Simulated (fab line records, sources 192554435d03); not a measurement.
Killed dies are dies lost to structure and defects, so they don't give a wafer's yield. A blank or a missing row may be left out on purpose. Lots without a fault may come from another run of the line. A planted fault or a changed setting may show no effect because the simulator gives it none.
fab line records | flow n5_finfet
record lots=7 wafers=21
route steps=1938 shown BEOL_M2@851 BEOL_M3@950 BEOL_M4@1026
start_h: hours from the record's first day to the start of the lot's first wafer shown | wait_h: hours since the lot's step before | " the same as in the row above | L1.1+2: a row that stands for several wafers | - no value, or no start given | * or withheld: withheld | < > ~ a bound
route shown NAME@n: a module of which the file shows steps, and the number in the route of the first | usual: mean/standard deviation of fault-free wafers | same: alike in all rows | chamber/n: place in a boat | sites: the reading at each site | _std_site: their standard deviation | _edge_site: outer sites' mean less inner sites' | radius_mm: how far each site lies from the wafer's centre | mask NAME#n: copy n | behind: the tool/chamber that last shaped the wafer | hold: why the lot was held/for how many hours/how that ended | device: the transistor (n, p or np) that didn't switch | end of line: the same wafers' tests at the end of the route | a step without rows: its recipe alone | killed: dies lost to structure and defects at the first sort, not the wafer's yield | map: a wafer's dies, x killed, . not, _ none there
set.NAME: the setting as run; set.NAME@STEP: as run at that earlier step | model.NAME: the simulator's own value behind a step, which no gauge read
lots whose settings were changed on purpose; a table a step, a row a wafer
## steps
# step N5_BEOL_M2_EXPOSE_08
# recipe mask_id=M2 na=0.33 source_shape=dipole sigma_inner=0.369 sigma_outer=0.767 polarization=unpolarized dose_mj=41.25
# columns lot.wafer tool chamber start_h wait_h mask set.dose_mj
L074.2+4 euv_scanner-02 0 129.88 - M2#0 41.25
L074.6 " 0 " " M2#0 42.82
L077.1 euv_scanner-01 0 145.51 - M2#0 39.79
L077.4+6 " 0 " " M2#0 41.25
L078.1 euv_scanner-02 0 167.71 - M2#0 43.71
L078.2+4 " 0 " " M2#0 41.25
L082.1 euv_scanner-01 0 175.49 - M2#0 41.25
L082.2+3 " 0 " " M2#0 42.8
L083.2 euv_scanner-02 0 188.23 - M2#0 41.25
L083.5+6 " 0 " " M2#0 39.7
L087.1+2+4 euv_scanner-01 0 218.06 - M2#0 41.25
L093.1+3+5 euv_scanner-01 0 251.24 - M2#0 41.25
# step N5_BEOL_M2_PEB_09
# recipe peb_temp_c=100 peb_time_s=60 resist=CAR-EUV
# step N5_BEOL_M2_DEVELOP_10
# recipe develop_time_s=30 developer=TMAH resist=CAR-EUV rinse_liquid=surfactant_rinse dry=air_spin dev_temp_c=23
# step N5_BEOL_M2_DESCUM_16
# recipe chemistry=O2 time_s=7 source_power_w=50 bias_power_w=20 pressure_mtorr=20 rf_frequency_hz=2.712e+07 temp_c=40 resist=CAR-EUV o2_flow_sccm=225
# step N5_BEOL_M2_ETCH_74
# recipe chemistry=N2/H2 target=underlayer target_depth_a=65 mask_material=CAR-EUV time_s=5.2 ion_energy_ev=200 pressure_mtorr=30 source_w=840 bias_w=150 n2_flow_sccm=200 h2_flow_sccm=200 ends=cleared
# columns lot.wafer tool chamber start_h wait_h set.dose_mj@BEOL_M2_EXPOSE_08 model.BEOL_M2.cd_offset_nm
L074.2+4 rie_diel-04 1,2 130.16 0.0 41.25 -0.2
L074.6 " 0 " " 42.82 0.6
L077.1 rie_diel-02 3 146.00 0.0 39.79 -0.8
L077.4+6 " 0,2 " " 41.25 0
L078.1 rie_diel-04 2 168.05 0.0 43.71 1.2
L078.2 " 0 " " 41.25 0.2
L078.4 " 0 " " 41.25 0
L082.1 rie_diel-02 1 175.78 0.0 41.25 -0.2
L082.2+3 " 2,0 " " 42.8 0.8
L083.2 rie_diel-04 3 188.81 0.0 41.25 0
L083.5+6 " 3,0 " " 39.7 -0.6
L087.1 rie_diel-06 3 218.35 0.0 41.25 0.2
L087.2+4 " 2,1 " " 41.25 0.4
L093.1+5 rie_diel-02 1,0 251.99 0.0 41.25 -0.2
L093.3 " 2 " " 41.25 0
# step N5_BEOL_M2_ETCH_63
# recipe chemistry=CF4 target=SiARC target_depth_a=156 mask_material=CAR-EUV time_s=26 ion_energy_ev=80 pressure_mtorr=40 source_w=545 bias_w=36 Ar_flow_sccm=100 cf4_flow_sccm=100 ends=cleared
# step N5_BEOL_M2_ETCH_64
# recipe chemistry=N2/H2 target=SOC target_depth_a=750 overetch_a=225 mask_material=SiARC temp_c=40 time_s=121.9 ion_energy_ev=200 pressure_mtorr=30 source_w=840 bias_w=150 n2_flow_sccm=200 h2_flow_sccm=200
# columns lot.wafer tool chamber start_h wait_h set.dose_mj@BEOL_M2_EXPOSE_08 model.BEOL_M2.cd_offset_nm
L074.2 rie_diel-04 1 130.21 0.0 41.25 0
L074.4 " 2 " " 41.25 -0.4
L074.6 " 0 " " 42.82 0.6
L077.1 rie_diel-02 3 146.05 0.0 39.79 -0.8
L077.4+6 " 0,2 " " 41.25 0.2
L078.1 rie_diel-04 2 168.10 0.0 43.71 1
L078.2+4 " 0 " " 41.25 0.2
L082.1 rie_diel-02 1 175.83 0.0 41.25 -0.2
L082.2 " 2 " " 42.8 0.4
L082.3 " 0 " " 42.8 1
L083.2 rie_diel-04 3 188.85 0.0 41.25 -0.2
L083.5 " 3 " " 39.7 -0.6
L083.6 " 0 " " 39.7 -0.8
L087.1 rie_diel-06 3 218.39 0.0 41.25 0
L087.2 " 2 " " 41.25 0.4
L087.4 " 1 " " 41.25 0.2
L093.1+3 rie_diel-02 1,2 252.03 0.0 41.25 -0.2
L093.5 " 0 " " 41.25 0
# step N5_BEOL_M2_STRIP_65
# recipe chemistry=N2/H2 temp_c=40 n2_flow_sccm=200 h2_flow_sccm=200 rf_frequency_hz=6e+07
# step N5_BEOL_M2_STRIP_75
# recipe chemistry=N2/H2 temp_c=40 n2_flow_sccm=200 h2_flow_sccm=200 rf_frequency_hz=6e+07
# step N5_BEOL_M2_STRIP_66
# recipe chemistry=CF4 resist=SiARC power_w=300 bias_power_w=75 pressure_mtorr=50 cf4_flow_sccm=150 rf_frequency_hz=6e+07
# step N5_BEOL_M2_HM_OPEN_17
# recipe chemistry=Cl2/BCl3 target_depth_a=200 overetch_a=60 target=TiN mask_material=SOC ion_energy_ev=150 pressure_mtorr=10 icp_w=1000 bias_w=126 Cl2_flow_sccm=53.25 bcl3_flow_sccm=21.75 Ar_flow_sccm=25
# columns lot.wafer tool chamber start_h wait_h set.dose_mj@BEOL_M2_EXPOSE_08 model.BEOL_M2.cd_offset_nm
L074.2 rie_metal-01 0 130.38 0.0 41.25 0
L074.4 " 1 " " 41.25 -0.4
L074.6 " 0 " " 42.82 0.6
L077.1 rie_metal-03 0 146.22 0.0 39.79 -0.8
L077.4+6 " 1,0 " " 41.25 0.2
L078.1 rie_metal-02 0 168.27 0.0 43.71 1
L078.2+4 " 1,0 " " 41.25 0.2
L082.1 rie_metal-02 1 176.00 0.0 41.25 -0.2
L082.2 " 0 " " 42.8 0.6
L082.3 " 1 " " 42.8 1
L083.2 rie_metal-02 0 189.03 0.0 41.25 -0.2
L083.5+6 " 0,1 " " 39.7 -0.8
L087.1 rie_metal-01 0 218.57 0.0 41.25 0
L087.2 " 1 " " 41.25 0.4
L087.4 " 1 " " 41.25 0.2
L093.1+3 rie_metal-02 0 252.27 0.1 41.25 -0.2
L093.5 " 0 " " 41.25 0
# step N5_BEOL_M2_DESCUM_33
# recipe chemistry=O2 time_s=7 source_power_w=50 bias_power_w=20 pressure_mtorr=20 rf_frequency_hz=2.712e+07 temp_c=40 resist=CAR-EUV o2_flow_sccm=225
# columns lot.wafer tool chamber start_h wait_h set.time_s model.CAR-EUV_of_BEOL_M2_COAT_22.thk_nm
L074.2+6 rie_diel-02 0,1 131.04 0.1 7 26.2
L074.4 " 3 " " 5.681 26.8
L077.1 rie_diel-04 3 146.85 0.0 7.515 25.8
L077.4 " 2 " " 7 26.2
L077.6 " 3 " " 7 26
L078.1+4 rie_diel-04 0,3 169.06 0.0 7 26
L078.2 " 2 " " 5.872 26.6
L082.1+2 rie_diel-02 1,3 176.75 0.0 7 26
L082.3 " 0 " " 7 26.2
L083.2+5 rie_diel-06 2,3 189.82 0.1 7 26
L083.6 " 2 " " 8.088 25.4
L087.1+4 rie_diel-02 3,2 219.20 0.0 7 26.2
L087.2 " 1 " " 7 26
L093.1+3+5 rie_diel-02 0,2,0 253.68 0.8 7 26
# step N5_BEOL_M2_ETCH_77
# recipe chemistry=N2/H2 target=underlayer target_depth_a=65 mask_material=CAR-EUV time_s=5.2 ion_energy_ev=200 pressure_mtorr=30 source_w=840 bias_w=150 n2_flow_sccm=200 h2_flow_sccm=200 ends=cleared
# columns lot.wafer tool chamber start_h wait_h set.time_s@BEOL_M2_DESCUM_33 model.CAR-EUV_of_BEOL_M2_COAT_22.thk_nm
L074.2+6 rie_diel-02 0,1 131.08 0.0 7 20.4
L074.4 " 3 " " 5.681 21
L077.1 rie_diel-04 3 146.88 0.0 7.515 20
L077.4+6 " 2,3 " " 7 20.4
L078.1+4 rie_diel-04 0,3 169.10 0.0 7 20.2
L078.2 " 2 " " 5.872 20.8
L082.1+2+3 rie_diel-02 1,3,0 176.78 0.0 7 20.4
L083.2 rie_diel-06 2 189.85 0.0 7 20.4
L083.5 " 3 " " 7 20.2
L083.6 " 2 " " 8.088 19.8
L087.1+2+4 rie_diel-02 3,1,2 219.23 0.0 7 20.4
L093.1+3+5 rie_diel-02 0,2,0 253.71 0.0 7 20.2
# step N5_BEOL_M2_ETCH_69
# recipe chemistry=CF4 target=SiARC target_depth_a=156 mask_material=CAR-EUV time_s=26 ion_energy_ev=80 pressure_mtorr=40 source_w=545 bias_w=36 Ar_flow_sccm=100 cf4_flow_sccm=100 ends=cleared
# columns lot.wafer tool chamber start_h wait_h set.time_s@BEOL_M2_DESCUM_33 model.CAR-EUV_of_BEOL_M2_COAT_22.thk_nm
L074.2+6 rie_diel-02 0,1 131.09 0.0 7 11.2
L074.4 " 3 " " 5.681 11.8
L077.1 rie_diel-04 3 146.90 0.0 7.515 10.8
L077.4 " 2 " " 7 11.2
L077.6 " 3 " " 7 11
L078.1+4 rie_diel-04 0,3 169.12 0.0 7 11
L078.2 " 2 " " 5.872 11.6
L082.1+2+3 rie_diel-02 1,3,0 176.80 0.0 7 11.2
L083.2 rie_diel-06 2 189.87 0.0 7 11.2
L083.5 " 3 " " 7 11
L083.6 " 2 " " 8.088 10.6
L087.1+2+4 rie_diel-02 3,1,2 219.25 0.0 7 11.2
L093.1+3+5 rie_diel-02 0,2,0 253.73 0.0 7 11
# step N5_BEOL_M2_ALD_98
# recipe material=SiO2 target_thk_a=25 temp_c=100 ald_precursor_family=BDEAS ald_co_reactant=O2-plasma pulse_time_s=1 co_reactant_pulse_time_s=1 purge_time_s=2 co_reactant_purge_time_s=2 ald_cycles=17 pressure_torr=2
# step N5_BEOL_M2_ETCHBACK_99
# recipe chemistry=CHF3 target=SiO2 target_depth_a=50 time_s=10.4 source_w=215 bias_w=47 Ar_flow_sccm=200 CHF3_flow_sccm=12 ion_energy_ev=100 pressure_mtorr=30
# columns lot.wafer tool chamber start_h wait_h set.time_s@BEOL_M2_DESCUM_33 model.CAR-EUV_of_BEOL_M2_COAT_22.thk_nm
L074.2+6 rie_diel-06 0,3 137.63 6.4 7 10.4
L074.4 " 1 " " 5.681 11.2
L077.1 rie_diel-06 0 147.55 0.5 7.515 10.2
L077.4+6 " 1,0 " " 7 10.4
L078.1 rie_diel-04 2 173.70 4.4 7 10.2
L078.2 " 3 " " 5.872 10.8
L078.4 " 1 " " 7 10.4
L082.1+2+3 rie_diel-02 2,1,3 179.01 1.5 7 10.4
L083.2+5 rie_diel-04 2,3 192.29 1.0 7 10.4
L083.6 " 2 " " 8.088 9.8
L087.1+2 rie_diel-04 0,2 225.69 6.3 7 10.4
L087.4 " 3 " " 7 10.6
L093.1+3+5 rie_diel-02 2,0,2 254.06 0.2 7 10.2
# step N5_BEOL_M3_ETCH_64
# recipe chemistry=N2/H2 target=SOC target_depth_a=750 overetch_a=150 mask_material=SiARC temp_c=40 time_s=112.5 ion_energy_ev=200 pressure_mtorr=30 source_w=840 bias_w=150 n2_flow_sccm=200 h2_flow_sccm=200
# columns lot.wafer tool chamber start_h wait_h set.time_s model.SiARC_of_BEOL_M3_COAT_62.thk_nm
L074.2 rie_diel-01 2 144.18 0.0 136.2 5.8
L074.4+6 " 3 " " 112.5 7
L077.1+6 rie_diel-03 1,0 154.46 0.0 129.9 6
L077.4 " 2 " " 112.5 6.8
L078.1+4 rie_diel-05 1,3 180.02 0.0 112.5 6.8
L078.2 " 0 " " 130.8 5.8
L082.1+2+3 rie_diel-03 3,2,1 185.53 0.0 87.4 8
L083.2+6 rie_diel-01 0,2 197.39 0.0 112.5 6.8
L083.5 " 1 " " 93.13 7.6
L087.1+4 rie_diel-05 2,3 231.85 0.0 112.5 6.8
L087.2 " 0 " " 112.5 6.6
L093.1+3+5 rie_diel-05 0,3,0 263.00 0.0 112.5 6.8
# step N5_BEOL_M3_STRIP_65
# recipe chemistry=N2/H2 temp_c=40 n2_flow_sccm=200 h2_flow_sccm=200 rf_frequency_hz=6e+07
# step N5_BEOL_M3_STRIP_75
# recipe chemistry=N2/H2 temp_c=40 n2_flow_sccm=200 h2_flow_sccm=200 rf_frequency_hz=6e+07
# step N5_BEOL_M3_STRIP_66
# recipe chemistry=CF4 resist=SiARC power_w=300 bias_power_w=75 pressure_mtorr=50 cf4_flow_sccm=150 rf_frequency_hz=6e+07
# step N5_BEOL_M3_HM_OPEN_17
# recipe chemistry=Cl2/BCl3 target_depth_a=200 overetch_a=60 target=TiN mask_material=SOC ion_energy_ev=150 pressure_mtorr=10 icp_w=1000 bias_w=126 Cl2_flow_sccm=53.25 bcl3_flow_sccm=21.75 Ar_flow_sccm=25
# columns lot.wafer tool chamber start_h wait_h set.time_s@BEOL_M3_ETCH_64 model.etch.depth_nm
L074.2 rie_metal-03 1 144.35 0.0 136.2 17.37
L074.4 " 1 " " 112.5 19.76
L074.6 " 1 " " 112.5 19.71
L077.1 rie_metal-01 0 154.63 0.0 129.9 18.33
L077.4 " 0 " " 112.5 20.28
L077.6 " 0 " " 129.9 18.47
L078.1 rie_metal-02 0 180.19 0.0 112.5 20.36
L078.2 " 1 " " 130.8 18.6
L078.4 " 1 " " 112.5 20.22
L082.1 rie_metal-02 1 185.69 0.0 87.4 20.16
L082.2 " 0 " " 87.4 20.23
L082.3 " 0 " " 87.4 20.12
L083.2 rie_metal-03 1 197.56 0.0 112.5 19.85
L083.5 " 0 " " 93.13 20.01
L083.6 " 1 " " 112.5 19.95
L087.1 rie_metal-02 0 232.01 0.0 112.5 20.2
L087.2 " 1 " " 112.5 20.34
L087.4 " 1 " " 112.5 20.09
L093.1 rie_metal-03 0 263.17 0.0 112.5 20.14
L093.3 " 1 " " 112.5 20.25
L093.5 " 0 " " 112.5 20.09
# step N5_BEOL_M3_COAT_67
# recipe resist=SOC temp_c=250 time_s=60 spin_rpm=1500 resist_thk_nm=60
# columns lot.wafer tool chamber start_h wait_h set.spin_rpm model.SOC_of_BEOL_M3_COAT_67.thk_nm
L074.2 litho_track-03 0 144.56 0.0 1500 60.2
L074.4+6 " 0 " " 1500 60
L077.1+4+6 litho_track-05 0 155.01 0.0 1500 60
L078.1+2 litho_track-05 0 180.52 0.0 1500 60.2
L078.4 " 0 " " 1386 62.6
L082.1 litho_track-03 0 185.91 0.0 1500 60.2
L082.2 " 0 " " 1500 59.8
L082.3 " 0 " " 1500 60
L083.2 litho_track-05 0 197.78 0.0 1500 60.2
L083.5+6 " 0 " " 1390 62.6
L087.1 litho_track-05 0 232.23 0.0 1614 58
L087.2 " 0 " " 1500 60
L087.4 " 0 " " 1500 60.2
L093.1 litho_track-03 0 263.39 0.0 1500 60.4
L093.3+5 " 0 " " 1500 60.2
# step N5_BEOL_M3_COAT_68
# recipe resist=SiARC temp_c=220 time_s=60 spin_rpm=1500 resist_thk_nm=12
# step N5_BEOL_M3_COAT_76
# recipe resist=underlayer temp_c=205 time_s=60 spin_rpm=1500 resist_thk_nm=5
# step N5_BEOL_M3_ALD_98
# recipe material=SiO2 target_thk_a=25 temp_c=100 ald_precursor_family=BDEAS ald_co_reactant=O2-plasma pulse_time_s=1 co_reactant_pulse_time_s=1 purge_time_s=2 co_reactant_purge_time_s=2 ald_cycles=17 pressure_torr=2
# step N5_BEOL_M3_ETCHBACK_99
# recipe chemistry=CHF3 target=SiO2 target_depth_a=50 time_s=10.4 source_w=215 bias_w=47 Ar_flow_sccm=200 CHF3_flow_sccm=12 ion_energy_ev=100 pressure_mtorr=30
# step N5_BEOL_M3_ETCH_70
# recipe chemistry=N2/H2 target=SOC target_depth_a=800 overetch_a=160 mask_material=SiARC temp_c=40 time_s=120 ion_energy_ev=200 pressure_mtorr=30 source_w=840 bias_w=150 n2_flow_sccm=200 h2_flow_sccm=200
# columns lot.wafer tool chamber start_h wait_h set.spin_rpm@BEOL_M3_COAT_67 model.etch.depth_nm
L074.2 rie_diel-03 2 154.05 0.0 1500 60.13
L074.4 " 3 " " 1500 59.9
L074.6 " 0 " " 1500 59.99
L077.1 rie_diel-01 0 157.25 0.0 1500 59.99
L077.4 " 3 " " 1500 60.06
L077.6 " 3 " " 1500 59.9
L078.1 rie_diel-01 1 188.51 0.0 1500 60.1
L078.2 " 0 " " 1500 60.21
L078.4 " 1 " " 1386 62.55
L082.1 rie_diel-01 2 189.92 0.0 1500 60.17
L082.2 " 0 " " 1500 59.8
L082.3 " 1 " " 1500 60.06
L083.2 rie_diel-05 2 198.60 0.0 1500 60.29
L083.5 " 2 " " 1390 62.57
L083.6 " 0 " " 1390 62.52
L087.1 rie_diel-03 1 233.12 0.0 1614 58.02
L087.2 " 0 " " 1500 59.96
L087.4 " 2 " " 1500 60.12
L093.1 rie_diel-05 2 264.43 0.0 1500 60.34
L093.3 " 3 " " 1500 60.13
L093.5 " 1 " " 1500 60.16
# step N5_BEOL_M3_STRIP_71
# recipe chemistry=N2/H2 temp_c=40 n2_flow_sccm=200 h2_flow_sccm=200 rf_frequency_hz=6e+07
# step N5_BEOL_M3_STRIP_78
# recipe chemistry=N2/H2 temp_c=40 n2_flow_sccm=200 h2_flow_sccm=200 rf_frequency_hz=6e+07
# step N5_BEOL_M3_VIA_ETCH_34
# recipe chemistry=C4F6/O2 target_depth_a=694 mask_material=SOC pressure_mtorr=15 ion_energy_ev=250 taper_deg=4 time_s=65.9 source_w=350 bias_w=170 Ar_flow_sccm=300 C4F6_flow_sccm=10 O2_flow_sccm=10
# columns lot.wafer tool chamber start_h wait_h set.spin_rpm@BEOL_M3_COAT_67 model.SOC_of_BEOL_M3_COAT_67.thk_nm
L074.2+4+6 rie_diel-03 2,3,0 154.15 0.0 1500 52
L077.1+6 rie_diel-01 0,3 157.35 0.0 1500 52
L077.4 " 3 " " 1500 52.2
L078.1 rie_diel-01 1 188.61 0.0 1500 51.8
L078.2 " 0 " " 1500 52.2
L078.4 " 1 " " 1386 54.2
L082.1 rie_diel-01 2 190.02 0.0 1500 52.2
L082.2+3 " 0,1 " " 1500 51.8
L083.2 rie_diel-05 2 198.70 0.0 1500 52.2
L083.5+6 " 2,0 " " 1390 54.4
L087.1 rie_diel-03 1 233.22 0.0 1614 49.8
L087.2+4 " 0,2 " " 1500 52
L093.1+3 rie_diel-05 2,3 264.53 0.0 1500 52.2
L093.5 " 1 " " 1500 52
# step N5_BEOL_M4_COAT_62
# recipe resist=SiARC temp_c=220 time_s=60 spin_rpm=1500 resist_thk_nm=12
# columns lot.wafer tool chamber start_h wait_h set.spin_rpm model.SiARC_of_BEOL_M4_COAT_62.thk_nm
L074.2+6 litho_track-04 0 - - 1558 11.8
L074.4 " 0 " " 1500 12
L077.1+6 litho_track-05 0 - - 1370 12.6
L077.4 " 0 " " 1500 12
L078.1 litho_track-04 0 - - 1500 12
L078.2+4 " 0 " " 1442 12.2
L082.1+2+3 litho_track-05 0 - - 1500 12
L083.2+6 litho_track-05 0 - - 1500 12
L083.5 " 0 " " 1576 11.8
L087.1+4 litho_track-05 0 - - 1500 12
L087.2 " 0 " " 1595 11.6
L093.1+3+5 litho_track-05 0 - - 1500 12
## key
split step=N5_BEOL_M2_EXPOSE_08 setting=dose_mj stated=41.25 by=wafer
response step=N5_BEOL_M2_ETCH_74 reading=model.BEOL_M2.cd_offset_nm change=+0.203 per=1% r=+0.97
response step=N5_BEOL_M2_ETCH_64 reading=model.BEOL_M2.cd_offset_nm change=+0.183 per=1% r=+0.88
response step=N5_BEOL_M2_HM_OPEN_17 reading=model.BEOL_M2.cd_offset_nm change=+0.191 per=1% r=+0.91
split step=N5_BEOL_M2_DESCUM_33 setting=time_s stated=7 by=wafer
response step=N5_BEOL_M2_DESCUM_33 reading=model.CAR-EUV_of_BEOL_M2_COAT_22.thk_nm change=-0.0357 per=1% r=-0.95
response step=N5_BEOL_M2_ETCH_77 reading=model.CAR-EUV_of_BEOL_M2_COAT_22.thk_nm change=-0.0348 per=1% r=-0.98
response step=N5_BEOL_M2_ETCH_69 reading=model.CAR-EUV_of_BEOL_M2_COAT_22.thk_nm change=-0.034 per=1% r=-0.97
response step=N5_BEOL_M2_ETCHBACK_99 reading=model.CAR-EUV_of_BEOL_M2_COAT_22.thk_nm change=-0.0373 per=1% r=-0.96
split step=N5_BEOL_M3_ETCH_64 setting=time_s stated=112.5 by=wafer
response step=N5_BEOL_M3_ETCH_64 reading=model.SiARC_of_BEOL_M3_COAT_62.thk_nm change=-0.0544 per=1% r=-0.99
response step=N5_BEOL_M3_HM_OPEN_17 reading=model.etch.depth_nm change=-0.087 per=1% r=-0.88
split step=N5_BEOL_M3_COAT_67 setting=spin_rpm stated=1500 by=wafer
response step=N5_BEOL_M3_COAT_67 reading=model.SOC_of_BEOL_M3_COAT_67.thk_nm change=-0.306 per=1% r=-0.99
response step=N5_BEOL_M3_ETCH_70 reading=model.etch.depth_nm change=-0.296 per=1% r=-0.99
response step=N5_BEOL_M3_VIA_ETCH_34 reading=model.SOC_of_BEOL_M3_COAT_67.thk_nm change=-0.293 per=1% r=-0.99
split step=N5_BEOL_M4_COAT_62 setting=spin_rpm stated=1500 by=wafer
response step=N5_BEOL_M4_COAT_62 reading=model.SiARC_of_BEOL_M4_COAT_62.thk_nm change=-0.0603 per=1% r=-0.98
